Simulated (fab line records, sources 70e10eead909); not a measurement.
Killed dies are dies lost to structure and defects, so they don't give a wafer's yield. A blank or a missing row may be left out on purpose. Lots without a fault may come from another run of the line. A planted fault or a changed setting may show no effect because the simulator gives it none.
Which tool did it? | flow nand_harc | 24 lots, 72 wafers sampled, at 3 steps of a route of 1302

WHAT THE GAUGES READ, wafer by wafer
NHARC_P_BONDPAD_CD_MEAS_13. Usual: cd_nm 500.1 nm, standard deviation 1.6.
lot  | measured     | on        | cd_nm (nm)        | flag
L074 | day 7 00:32  | cd_sem-02 | 499.5 497.7 496.8 |
L076 | day 7 06:20  | cd_sem-01 | 498.6 501.8 499.8 |
L075 | day 7 07:09  | cd_sem-01 | 500.2 500.6 500.1 |
L078 | day 8 07:30  | cd_sem-01 | 500.0 499.1 502.3 |
L077 | day 8 09:41  | cd_sem-01 | 498.7 500.8 499.4 |
L079 | day 9 01:13  | cd_sem-01 | 501.7 502.2 502.8 |
L080 | day 9 01:44  | cd_sem-03 | 500.0 501.7 500.3 |
L081 | day 9 17:49  | cd_sem-02 | 500.2 498.1 499.3 |
L082 | day 9 21:55  | cd_sem-02 | 500.1 498.8 501.7 |
L083 | day 10 05:05 | cd_sem-03 | 500.2 497.2 498.1 |
L084 | day 11 00:43 | cd_sem-02 | 500.1 501.3 500.2 |
L085 | day 11 04:32 | cd_sem-02 | 501.1 500.9 497.8 |
L086 | day 11 08:24 | cd_sem-03 | 499.2 503.6 501.2 |
L087 | day 12 05:02 | cd_sem-03 | 498.5 500.0 500.4 |
L088 | day 12 21:37 | cd_sem-03 | 502.4 500.9 499.6 |
L089 | day 12 23:23 | cd_sem-01 | 499.1 501.1 499.7 |
L090 | day 13 09:14 | cd_sem-01 | 500.5 501.8 505.2 |
L091 | day 13 15:15 | cd_sem-03 | 500.4 499.7 498.4 |
L092 | day 14 00:08 | cd_sem-03 | 502.9 499.8 500.6 |
L093 | day 14 15:01 | cd_sem-03 | 498.2 499.3 501.3 |
L094 | day 14 22:23 | cd_sem-03 | 500.0 501.4 499.7 |
L095 | day 15 04:52 | cd_sem-01 | 502.2 503.1 503.3 |
L096 | day 15 16:00 | cd_sem-01 | 499.1 499.8 498.6 |
L097 | day 16 08:49 | cd_sem-02 | 498.6 499.0 497.9 |

NHARC_A_CHANNEL_HOLE_D1_CD_MEAS_10: target cd 100 nm. Usual: cd_nm 100.0 nm, standard deviation 0.45.
lot  | measured     | on        | cd_nm (nm)        | flag
L074 | day 8 19:23  | cd_sem-03 | 100.7 99.9 99.6   |
L076 | day 9 04:13  | cd_sem-02 | 99.3 99.9 99.7    |
L075 | day 9 02:05  | cd_sem-01 | 99.7 99.2 99.7    |
L078 | day 10 19:17 | cd_sem-01 | 99.9 99.4 100.1   |
L077 | day 10 19:09 | cd_sem-01 | 100.1 100.6 99.5  |
L079 | day 10 21:04 | cd_sem-01 | 99.1 99.0 100.0   |
L080 | day 10 21:15 | cd_sem-02 | 100.0 100.1 99.3  |
L081 | day 11 13:46 | cd_sem-02 | 99.9 100.6 99.9   |
L082 | day 11 21:31 | cd_sem-03 | 100.4 99.9 100.1  |
L083 | day 12 04:00 | cd_sem-02 | 100.1 100.2 99.4  |
L084 | day 12 21:08 | cd_sem-02 | 100.0 100.2 100.1 |
L085 | day 12 21:19 | cd_sem-03 | 99.3 99.9 99.8    |
L086 | day 13 01:34 | cd_sem-01 | 99.7 100.3 100.5  |
L087 | day 14 01:59 | cd_sem-01 | 100.9 100.1 100.8 |
L088 | day 14 15:55 | cd_sem-01 | 100.0 99.6 99.1   |
L089 | day 14 14:38 | cd_sem-03 | 100.5 100.7 100.8 |
L090 | day 15 07:33 | cd_sem-02 | 100.1 99.5 99.3   |
L091 | day 15 07:24 | cd_sem-03 | 99.9 101.0 100.8  |
L092 | day 15 19:28 | cd_sem-01 | 99.6 100.0 99.8   |
L093 | day 16 16:38 | cd_sem-03 | 99.8 100.2 99.7   |
L094 | day 16 20:26 | cd_sem-01 | 100.0 100.1 100.1 |
L095 | day 17 06:40 | cd_sem-02 | 100.1 100.2 100.2 |
L096 | day 17 20:19 | cd_sem-01 | 100.9 99.9 100.3  |
L097 | day 18 16:28 | cd_sem-02 | 100.3 100.2 100.0 |

WHICH TOOL RAN EACH LOT (tool, then ch and the chambers of the sampled wafers, then the start)
lot  | NHARC_P_BONDPAD_CMP_32
L074 | cmp-04 ch 1,3, day 6 23:20
L076 | cmp-02 ch 0,2,3, day 7 05:09
L075 | cmp-03 ch 1,2,3, day 7 05:58
L078 | cmp-02 ch 0,2, day 8 06:11
L077 | cmp-02 ch 0,2,3, day 8 08:22
L079 | cmp-02 ch 0,1,3, day 8 23:52
L080 | cmp-02 ch 0,1,2, day 9 00:24
L081 | cmp-03 ch 0,1,3, day 9 16:30
L082 | cmp-03 ch 0,1,2, day 9 20:38
L083 | cmp-04 ch 0,1,3, day 10 03:50
L084 | cmp-03 ch 0,2,3, day 10 23:22
L085 | cmp-04 ch 0,2,3, day 11 03:20
L086 | cmp-02 ch 0,1,2, day 11 07:04
L087 | cmp-02 ch 0,1,3, day 12 03:49
L088 | cmp-03 ch 0,1,3, day 12 20:19
L089 | cmp-02 ch 0,1,3, day 12 22:02
L090 | cmp-04 ch 0,2, day 13 07:55
L091 | cmp-02 ch 1,2,3, day 13 13:55
L092 | cmp-02 ch 0,2,3, day 13 22:59
L093 | cmp-02 ch 1,2,3, day 14 13:43
L094 | cmp-04 ch 1,2,3, day 14 21:10
L095 | cmp-04 ch 1,2, day 15 03:31
L096 | cmp-04 ch 1,2,3, day 15 14:39
L097 | cmp-03 ch 2,3, day 16 07:29
- NHARC_P_BONDPAD_CMP_32: polishes SiCN, target thk 200 nm.

WHAT THE TOOLS THEMSELVES READ (means of the sampled wafers that have a number; where no wafer has one, the mark that the record gives instead)
NHARC_P_BONDPAD_CMP_32. Usual: motor_current_A 12.4 A, standard deviation 1.6.
lot  | tool   | motor_current_A (A) | flag
L074 | cmp-04 | 12.4                |
L076 | cmp-02 | 12.8                |
L075 | cmp-03 | 13.1                |
L078 | cmp-02 | 13.7                |
L077 | cmp-02 | 13.2                |
L079 | cmp-02 | 12.5                |
L080 | cmp-02 | 13.3                |
L081 | cmp-03 | 12.5                |
L082 | cmp-03 | 13.7                |
L083 | cmp-04 | 11.7                |
L084 | cmp-03 | 12.8                |
L085 | cmp-04 | 11.5                |
L086 | cmp-02 | 12.3                |
L087 | cmp-02 | 12.9                |
L088 | cmp-03 | 12.4                |
L089 | cmp-02 | 12.7                |
L090 | cmp-04 | 11.3                |
L091 | cmp-02 | 11.3                |
L092 | cmp-02 | 12.8                |
L093 | cmp-02 | 11.2                |
L094 | cmp-04 | 11.8                |
L095 | cmp-04 | 12.0                |
L096 | cmp-04 | 11.7                |
L097 | cmp-03 | 13.0                |

THE ANSWER, worked out from the rows above alone
Rule: a lot is off if the mean of its wafers that have a number lies more than 3 standard deviations from the usual mean. A lot without any number at a reading at which 4 lots or more have one is off too. The other lots that the step has rows for count as sound. The gauges are gone through in route order, then the tools' own readings, and for those a lot's mean is taken as printed above. The first step at which some lot is off is used, and at that step the reading that is off furthest; a lot without a number counts as furthest.
No lot is off at any reading shown: from this, nothing can be told.

WHAT THE SIMULATOR HAD PUT IN
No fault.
